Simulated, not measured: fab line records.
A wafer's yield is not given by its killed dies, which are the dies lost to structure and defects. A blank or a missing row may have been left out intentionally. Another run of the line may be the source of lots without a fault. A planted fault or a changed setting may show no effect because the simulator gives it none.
Chamber matching | flow n5Finfet | 4 sister chambers for N5_GATE_CUT_CMP_02 on cmp-03
The step polishes, stops on SiO2, t overpolish 12.7 s, target thk 0 nm. 18 wafers are shown with their chamber, then 9 later ones without.

## WAFERS PAIRED WITH THEIR CHAMBERS
wafer  | chamber | motorCurrentA (A) | timeToEndpointS (s) | overpolishRunS (s)
L076.1 | 1       | 7.5               | 23                  | 12.701
L076.4 | 3       | 11.7              | 21                  | 12.696
L076.6 | 2       | 8.5               | 28                  | 12.698
L078.1 | 0       | 9.4               | 25                  | 12.702
L078.2 | 1       | 7.7               | 24                  | 12.688
L078.3 | 3       | 12.3              | 24                  | 12.701
L079.2 | 3       | 11.6              | 21                  | 12.699
L079.4 | 2       | 8.4               | 25                  | 12.696
L079.6 | 1       | 7.5               | 27                  | 12.712
L082.1 | 2       | 8.3               | 25                  | 12.685
L082.4 | 0       | 10.1              | 21                  | 12.686
L082.5 | 1       | 7.5               | 22                  | 12.712
L083.1 | 1       | 7.9               | 21                  | 12.697
L083.4 | 2       | 8.6               | 27                  | 12.690
L083.5 | 2       | 9.0               | 24                  | 12.705
L084.1 | 0       | 9.0               | 23                  | 12.701
L084.2 | 2       | 8.2               | 27                  | 12.709
L084.5 | 0       | 9.0               | 21                  | 12.701

SIGNATURES (averages over the wafers above)
reading         | chamber 0 | chamber 1 | chamber 2 | chamber 3 | scatter within a chamber
motorCurrentA   | 9.375     | 7.620     | 8.500     | 11.867    | 0.34
timeToEndpointS | 22.50     | 23.40     | 26.00     | 22.00     | 1.89
overpolishRunS  | 12.69750  | 12.70200  | 12.69717  | 12.69867  | 0.00851
Rule: for a wafer and a chamber, the distance is found by dividing, reading by reading, the gap between the wafer's reading and the chamber's mean by the reading's scatter, squaring, summing and taking the root. If the next closest chamber is less than 2 further off than the closest, the wafer can't be placed; otherwise it belongs to the closest. The scatter: take each reading less its chamber's mean, square it, sum over the shown wafers, divide by the number of wafers less the number of chambers, and take the root.

## WAFERS MISSING THEIR CHAMBER
wafer  | motorCurrentA (A) | timeToEndpointS (s) | overpolishRunS (s)
L085.3 | 11.4              | 20                  | 12.700
L085.4 | 7.3               | 24                  | 12.704
L085.5 | 9.6               | 22                  | 12.693
L086.3 | 7.3               | 24                  | 12.693
L086.4 | 8.6               | 27                  | 12.700
L086.6 | 9.2               | 26                  | 12.703
L094.1 | 9.6               | 26                  | 12.706
L094.4 | 8.3               | 29                  | 12.693
L094.5 | 7.5               | 27                  | 12.701

## EACH ONE'S CHAMBER
wafer  | from the rows above     | in truth
L085.3 | 3                       | 3
L085.4 | 1                       | 1
L085.5 | 0                       | 0
L086.3 | 1                       | 1
L086.4 | 2                       | 2
L086.6 | can't be placed: 0 or 2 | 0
L094.1 | can't be placed: 0 or 2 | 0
L094.4 | can't be placed: 2 or 1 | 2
L094.5 | can't be placed: 1 or 2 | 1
Correct placement for 5 of the 9. From these rows, 4 cannot be placed; in 4 the true chamber is one of the candidates. Number placed wrongly: 0.
